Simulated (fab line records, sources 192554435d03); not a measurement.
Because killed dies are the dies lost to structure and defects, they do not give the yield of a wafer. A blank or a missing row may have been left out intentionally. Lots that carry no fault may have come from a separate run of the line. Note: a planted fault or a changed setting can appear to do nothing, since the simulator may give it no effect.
A struck lot beside a sound one	flow n5_finfet	14 out of 1938 route steps
Sound: these wafers, L216.3, L216.4, L216.6. Wafers L215.2, L215.3, L215.6 were the ones struck. The cause is given at the end.
For every step that has rows: the tool of each side, followed by ch and its chambers, followed by its first start. Under that, the readings that differ: sound wafers	struck wafers	difference of the means	sigmas: that difference in standard deviations of wafers without a fault.
alike: same words and numbers on both sides, and readings whose means sit less than 2 such deviations apart. not compared: any withheld reading, any reading some wafer has no value for, any bound like >300 that may hide the same value, and any number with overlapping values for which the record gives no deviation.
Wherever a step has rows on one side only, a row that says differs or no value, or a row with sigmas, the two part there. Numbers that don't overlap but have no deviation are shown without sigmas and don't part them. A reading that every wafer of one side lacks parts them only if that side has two wafers or more.

N5_ZERO_LAYER_CD_MEAS_11 targets a cd of 2000 nm.
  sound on cd_sem-01 ch 0, day 4 12:40; struck on cd_sem-03 ch 0, day 4 06:51
  alike: cd_nm
N5_ZERO_LAYER_DESCUM_16: chemistry O2, time 7.9 s.
  sound on rie_diel-02 ch 1,3, day 4 12:44; struck on rie_diel-04 ch 1,2,3, day 4 07:20
  alike: drypump_motor_current_A, o2_flow_sccm, oes_product_au, rf_vpp_V, showerhead_plenum_p_Torr, throttle_valve_pct
  not compared: rf_hours_counter_h
N5_ZERO_LAYER_ETCH_17: etches SiO2 in CF4, target depth 12 nm, time 13.3 s.
  sound on rie_diel-02 ch 0,3, day 4 12:49; struck on rie_diel-04 ch 1,2,3, day 4 07:22
  alike: drypump_motor_current_A, oes_product_au, rf_vpp_V, showerhead_plenum_p_Torr, throttle_valve_pct
  not compared: rf_hours_counter_h
N5_ZERO_LAYER_ETCH_18: etches Si in HBr/Cl2, target depth 120 nm, time 40 s.
  sound on rie_si-04 ch 1,2,3, day 4 12:53; struck on rie_si-02 ch 0,3, day 4 07:26
  alike: drypump_motor_current_A, oes_product_au, throttle_valve_pct
  not compared: rf_hours_counter_h
N5_ZERO_LAYER_STRIP_24: strips in O2.
  sound on plasma_asher-01 ch 0,1, day 4 13:01; struck on plasma_asher-02 ch 0,1, day 4 07:33
reading	sound	struck	difference	sigmas
drypump_motor_current_A (A)	6.1 6.2 6.1	5.3 5.5 5.3	-0.8	-2
  alike: heater_power_w, o2_flow_sccm, oes_product_au, strip_time_to_endpoint_s
  not compared: rf_hours_counter_h
then, 1 step without rows for these wafers: N5_ZERO_LAYER_STRIP_19 (strips in SPM, time 900 s).
N5_ZERO_LAYER_INSPECT_20: inspects for defects (darkfield).
  struck on defect_inspect-01, day 4 07:56; sound on defect_inspect-02, day 4 13:21
  alike: raw_defect_count
then, 5 steps without rows for these wafers: N5_WELL_APT_HMDS_01 (time 60 s); N5_WELL_APT_COAT_02 (resist thk 950 nm); N5_WELL_APT_EBR_04; N5_WELL_APT_SOFTBAKE_03 (time 60 s); N5_WELL_APT_EXPOSE_05 (exposes mask NWELL, defocus 0 nm, target cd 200 nm).
N5_WELL_APT_PEB_06: peb time 90 s.
  sound on litho_track-01 ch 0, day 4 13:32; struck on litho_track-04, day 4 08:07
  no value came back on the struck wafers for chill_plate_temp_C (C), exhaust_pa (Pa), peb_time_s (s), plate_temp_C (C); on the sound wafers chill_plate_temp_C (C) reads 22.96 23.03 23.02
then, 1 step without rows for these wafers: N5_WELL_APT_DEVELOP_07 (develop time 45 s).

## WHERE THEY PART
At N5_ZERO_LAYER_STRIP_24 first; at N5_WELL_APT_PEB_06 last (within this record only).

WHY: what the simulator had put in
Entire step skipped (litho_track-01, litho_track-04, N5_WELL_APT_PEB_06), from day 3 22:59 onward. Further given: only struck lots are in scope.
